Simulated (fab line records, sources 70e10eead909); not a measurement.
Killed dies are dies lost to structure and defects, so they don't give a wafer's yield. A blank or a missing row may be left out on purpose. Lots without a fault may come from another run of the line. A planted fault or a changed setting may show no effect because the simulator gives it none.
Chamber matching | flow nand_harc | NHARC_P_M0_ETCH_34 on rie_diel-10: 4 sister chambers
The step etches the open film in N2/H2, target depth 40 nm, overetch 12 nm, time 43.94 s. 36 wafers are shown with their chamber, then 12 later ones without.

WAFERS WITH THEIR CHAMBER
wafer  | chamber | drypump_motor_current_A (A) | showerhead_plenum_p_Torr (Torr) | rf_vpp_V (V)
L074.1 | 1       | 6.5                         | 2.10                            | 432.7
L074.5 | 3       | 6.5                         | 2.03                            | 430.3
L074.6 | 0       | 5.3                         | 2.08                            | 431.2
L075.3 | 0       | 5.3                         | 2.08                            | 431.3
L075.4 | 3       | 6.6                         | 2.03                            | 430.5
L075.6 | 0       | 5.3                         | 2.08                            | 431.5
L077.3 | 3       | 6.6                         | 2.03                            | 430.5
L077.4 | 0       | 5.3                         | 2.08                            | 431.2
L077.6 | 3       | 6.6                         | 2.03                            | 431.2
L079.2 | 1       | 6.5                         | 2.10                            | 432.9
L079.3 | 0       | 5.3                         | 2.08                            | 432.7
L079.6 | 0       | 5.3                         | 2.08                            | 432.1
L080.1 | 1       | 6.5                         | 2.10                            | 432.7
L080.2 | 0       | 5.3                         | 2.07                            | 432.0
L080.4 | 3       | 6.6                         | 2.03                            | 430.7
L082.3 | 0       | 5.3                         | 2.07                            | 431.7
L082.5 | 3       | 6.5                         | 2.03                            | 429.7
L082.6 | 0       | 5.3                         | 2.07                            | 432.7
L084.3 | 3       | 6.6                         | 2.03                            | 430.4
L084.5 | 2       | 5.8                         | 2.18                            | 434.6
L084.6 | 1       | 6.5                         | 2.10                            | 432.2
L085.1 | 2       | 5.8                         | 2.18                            | 432.7
L085.2 | 0       | 5.3                         | 2.07                            | 432.1
L085.6 | 3       | 6.5                         | 2.03                            | 428.9
L087.1 | 1       | 6.5                         | 2.10                            | 431.5
L087.4 | 2       | 5.8                         | 2.18                            | 433.8
L087.6 | 0       | 5.3                         | 2.07                            | 431.4
L088.1 | 2       | 5.8                         | 2.18                            | 434.5
L088.2 | 3       | 6.5                         | 2.03                            | 430.4
L088.3 | 1       | 6.5                         | 2.10                            | 432.9
L089.3 | 0       | 5.3                         | 2.07                            | 431.8
L089.5 | 2       | 5.8                         | 2.18                            | 433.8
L089.6 | 1       | 6.5                         | 2.10                            | 432.6
L091.1 | 3       | 6.5                         | 2.02                            | 429.8
L091.3 | 0       | 5.3                         | 2.07                            | 430.5
L091.5 | 3       | 6.5                         | 2.02                            | 428.7

SIGNATURES (means of the wafers above)
reading                  | chamber 0 | chamber 1 | chamber 2 | chamber 3 | scatter within a chamber
drypump_motor_current_A  | 5.300     | 6.500     | 5.800     | 6.545     | 0.0292
showerhead_plenum_p_Torr | 2.0746    | 2.1000    | 2.1800    | 2.0282    | 0.0039
rf_vpp_V                 | 431.708   | 432.500   | 433.880   | 430.100   | 0.667
Rule: a wafer's distance from a chamber is the root of the sum, over the readings, of the square of ((its reading less the chamber's mean) divided by the reading's scatter). The wafer belongs to the nearest chamber; if the next one is less than 2 further off, it can't be placed. The scatter: the root of (the sum of the squares of (reading less its chamber's mean) over the shown wafers, divided by (wafers less chambers)).

WAFERS WITHOUT THEIR CHAMBER
wafer  | drypump_motor_current_A (A) | showerhead_plenum_p_Torr (Torr) | rf_vpp_V (V)
L092.3 | 6.6                         | 2.02                            | 429.6
L092.4 | 6.5                         | 2.10                            | 433.2
L092.6 | 5.3                         | 2.07                            | 430.4
L095.4 | 6.6                         | 2.02                            | 429.8
L095.5 | 5.8                         | 2.18                            | 434.0
L095.6 | 6.5                         | 2.02                            | 429.6
L096.2 | 5.8                         | 2.18                            | 434.3
L096.3 | 5.3                         | 2.07                            | 431.3
L096.5 | 5.3                         | 2.07                            | 430.7
L097.3 | 5.3                         | 2.07                            | 431.6
L097.4 | 6.6                         | 2.02                            | 429.7
L097.5 | 5.3                         | 2.07                            | 431.5

WHICH CHAMBER EACH WENT THROUGH
wafer  | from the rows above | in truth
L092.3 | 3                   | 3
L092.4 | 1                   | 1
L092.6 | 0                   | 0
L095.4 | 3                   | 3
L095.5 | 2                   | 2
L095.6 | 3                   | 3
L096.2 | 2                   | 2
L096.3 | 0                   | 0
L096.5 | 0                   | 0
L097.3 | 0                   | 0
L097.4 | 3                   | 3
L097.5 | 0                   | 0
Placed correctly: 12 of 12. Can't be placed from these rows: 0. Placed wrongly: 0.
